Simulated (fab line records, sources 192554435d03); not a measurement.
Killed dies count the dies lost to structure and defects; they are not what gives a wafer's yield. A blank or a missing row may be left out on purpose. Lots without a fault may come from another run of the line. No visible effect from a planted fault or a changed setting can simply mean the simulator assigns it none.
fab line records ; flow n5-finfet
[record] lots = 7; wafers = 39
route steps=1938 shown ZERO_LAYER@16 FIN_SAQP@114 SD_EPI_N@269 HKMG_FIN@449 MOL_CONTACT_COAG@584 BEOL_M1@816 BEOL_M3@994 BEOL_M4@1111
start-h: start of the lot's first displayed wafer, in hours after the record's first day ; wait-h: hours since the lot's step before ; " as in the row above ; L1.1+2: a single row standing in for several wafers ; - either no value or no given start ; * or withheld: withheld ; < > ~ a bound
route shown NAME@n: a module of which the file shows steps, and the number in the route of the first ; usual: the fault-free wafers' mean and standard deviation ; same: alike in all rows ; chamber/n: place in a boat ; sites: each site's reading ; _std_site: standard deviation across them ; _edge_site: inner sites' mean taken away from outer sites' mean ; radius-mm: for every site, how far away it sits from the centre of the wafer ; mask NAME#n: copy n ; behind: the tool/chamber that last shaped the wafer ; hold: the reason the lot was held/the length of the hold in hours/how it ended ; device: whichever transistor did not switch (one of n, p or np) ; end of line: the tests these same wafers got at the end of their route ; for a step that has no rows: nothing shown but its recipe ; killed: count of dies lost to structure and defects at first sort (not the wafer's yield) ; map: a wafer's dies, marking killed ones x, the rest . and places with no die _
set.NAME: the setting the step ran with; set.NAME@STEP: the setting that earlier step ran with ; model.NAME: the simulator's own value behind a step, which no gauge read
lots with deliberately changed settings; one table per step, one row per wafer
[[steps]]
[step N5_ZERO_LAYER_ETCH_18]
[recipe] chemistry = HBr/Cl2; target = Si; target-depth-a = 1200; time-s = 40; pressure-mtorr = 10; icp-w = 800; bias-w = 75; HBr_flow_sccm = 150; Cl2_flow_sccm = 80
[step N5_FIN_SAQP_DESCUM_21]
[recipe] chemistry = O2; time-s = 7.9; source-power-w = 50; bias-power-w = 20; pressure-mtorr = 20; rf-frequency-hz = 2.712e+07; temp-c = 40; resist = CAR-ArF; o2-flow-sccm = 225
[step N5_SD_EPI_N_DEVELOP_08]
[recipe] develop-time-s = 30; developer = TMAH; resist = CAR-ArF-block; dev-temp-c = 23; rinse-liquid = diw; dry = air-spin
[step N5_HKMG_FIN_ALD_71]
[recipe] material = TiN; target-thk-a = 10; temp-c = 400; ald-precursor-family = TiCl4; ald-co-reactant = NH3; pulse-time-s = 1; purge-time-s = 3; co-reactant-purge-time-s = 2; co-reactant-pulse-time-s = 2; ald-cycles = 47; pressure-torr = 3
[step N5_MOL_CONTACT_COAG_ETCHBACK_135]
[recipe] chemistry = CHF3; target = SiO2; target-depth-a = 250; time-s = 16.7; ion-energy-ev = 200; pressure-mtorr = 30; source-w = 610; bias-w = 170; Ar_flow_sccm = 200; CHF3_flow_sccm = 50
[step N5_BEOL_M1_SPUTTER_79]
[recipe] material = Cu; target-thk-a = 45; temp-c = -20; chamber-pressure-pa = 0.07; power-w = withheld; time-s = 8.29
[step N5_BEOL_M3_SPUTTER_48]
[step N5_BEOL_M4_RC_MEAS_101]
[usual] IOFF_N_LONG = 5.49e-05/1.8e-06
lot.wafer;tool;chamber;start-h;wait-h;set.target-depth-a@ZERO_LAYER_ETCH_18;set.time-s@FIN_SAQP_DESCUM_21;set.develop-time-s@SD_EPI_N_DEVELOP_08;set.ald-cycles@HKMG_FIN_ALD_71;set.target-depth-a@MOL_CONTACT_COAG_ETCHBACK_135;set.time-s@BEOL_M1_SPUTTER_79;set.target-thk-a@BEOL_M3_SPUTTER_48;IOFF_N_LONG[nA/um]
L074.1;prober-01;0;205.02;0.0;1783;7.9;30;75;208.3;8.29;45;5.94e-05
L074.2;prober-01;0;205.02;0.0;1783;7.9;17.1;75;250;8.29;45;6.07e-05
L074.3;prober-01;0;205.02;0.0;1200;7.9;17.1;75;208.3;8.29;45;5.93e-05
L074.4;prober-01;0;205.02;0.0;1200;7.9;17.1;47;250;8.29;45;5.55e-05
L074.5;prober-01;0;205.02;0.0;1200;7.9;30;47;250;8.29;45;5.61e-05
L074.6;prober-01;0;205.02;0.0;1783;7.9;30;47;208.3;8.29;45;5.57e-05
L083.1;prober-02;0;261.06;0.0;621.6;7.9;30;68;383.5;8.29;52.31;5.69e-05
L083.2;prober-02;0;261.06;0.0;621.6;4.3;19.65;47;383.5;8.29;45;5.32e-05
L083.3;prober-02;0;261.06;0.0;621.6;4.3;30;47;250;8.29;45;5.3e-05
L083.4;prober-02;0;261.06;0.0;1200;7.9;30;47;383.5;6.872;52.31;5.36e-05
L083.5;prober-02;0;261.06;0.0;1200;4.3;19.65;68;250;6.872;45;5.6e-05
L083.6;prober-02;0;261.06;0.0;1200;7.9;19.65;68;250;6.872;52.31;5.73e-05
L086.1;prober-02;0;271.14;0.0;1200;6.633;30;47;250;8.29;45;5.54e-05
L086.2;prober-02;0;271.14;0.0;1200;6.633;30;67;250;5.043;70.35;6.02e-05
L086.3;prober-02;0;271.14;0.0;1200;7.9;30;47;191;8.29;70.35;5.56e-05
L086.4;prober-02;0;271.14;0.0;1200;6.633;30;47;191;5.043;45;5.48e-05
L086.5;prober-02;0;271.14;0.0;1200;7.9;30;67;191;5.043;45;5.92e-05
L086.6;prober-02;0;271.14;0.0;1200;7.9;30;67;250;8.29;70.35;5.91e-05
L089.1;prober-02;0;299.45;0.0;518.8;7.9;20.36;71;250;8.29;71.98;5.96e-05
L089.2;prober-02;0;299.45;0.0;518.8;7.9;30;47;250;8.29;45;5.66e-05
L089.3;prober-02;0;299.45;0.0;1200;11.02;20.36;71;250;8.29;45;6.19e-05
L089.4;prober-02;0;299.45;0.0;1200;11.02;30;47;250;8.29;71.98;5.65e-05
L089.5;prober-02;0;299.45;0.0;1200;7.9;30;71;250;8.29;71.98;6.03e-05
L089.6;prober-02;0;299.45;0.0;518.8;11.02;20.36;47;250;8.29;45;5.71e-05
L091.3;prober-01;0;302.96;0.3;1200;7.9;30;47;250;8.29;45;5.16e-05
L091.4;prober-01;0;302.96;0.3;1200;7.9;30;47;250;8.29;45;5.18e-05
L091.6;prober-01;0;302.96;0.3;1200;7.9;30;47;250;8.29;45;5.14e-05
L096.1;prober-02;0;338.03;0.0;1200;7.9;30;35;389.9;8.29;45;5.16e-05
L096.2;prober-02;0;338.03;0.0;1200;10.39;30;47;389.9;4.217;45;5.63e-05
L096.3;prober-02;0;338.03;0.0;1616;7.9;30;35;250;4.217;45;5.22e-05
L096.4;prober-02;0;338.03;0.0;1200;10.39;30;47;250;4.217;45;5.83e-05
L096.5;prober-02;0;338.03;0.0;1616;10.39;30;35;389.9;8.29;45;5.21e-05
L096.6;prober-02;0;338.03;0.0;1616;7.9;30;47;250;8.29;45;5.74e-05
L097.1;prober-01;0;341.10;0.0;933.8;5.637;30;47;250;8.29;67.67;5.49e-05
L097.2;prober-01;0;341.10;0.0;1200;5.637;45.54;47;306;8.29;45;5.73e-05
L097.3;prober-01;0;341.10;0.0;933.8;7.9;30;72;250;8.29;45;5.95e-05
L097.4;prober-01;0;341.10;0.0;1200;7.9;30;72;306;8.29;45;6e-05
L097.5;prober-01;0;341.10;0.0;933.8;7.9;45.54;47;306;8.29;67.67;5.5e-05
L097.6;prober-01;0;341.10;0.0;1200;5.637;45.54;72;250;8.29;67.67;5.95e-05
[[key]]
[split] step = N5_ZERO_LAYER_ETCH_18; setting = target-depth-a; stated-as = 1200
response none clear
[split] step = N5_FIN_SAQP_DESCUM_21; setting = time-s; stated-as = 7.9
response none clear
[split] step = N5_SD_EPI_N_DEVELOP_08; setting = develop-time-s; stated-as = 30
response none clear
[split] step = N5_HKMG_FIN_ALD_71; setting = ald-cycles; stated-as = 47
[response] step = N5_BEOL_M4_RC_MEAS_101; reading = IOFF_N_LONG; slope = +8.36e-08; per = 1%; together-with = all; explained = 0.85
[split] step = N5_MOL_CONTACT_COAG_ETCHBACK_135; setting = target-depth-a; stated-as = 250
response none clear
[split] step = N5_BEOL_M1_SPUTTER_79; setting = time-s; stated-as = 8.29
response none clear
[split] step = N5_BEOL_M3_SPUTTER_48; setting = target-thk-a; stated-as = 45
response none clear
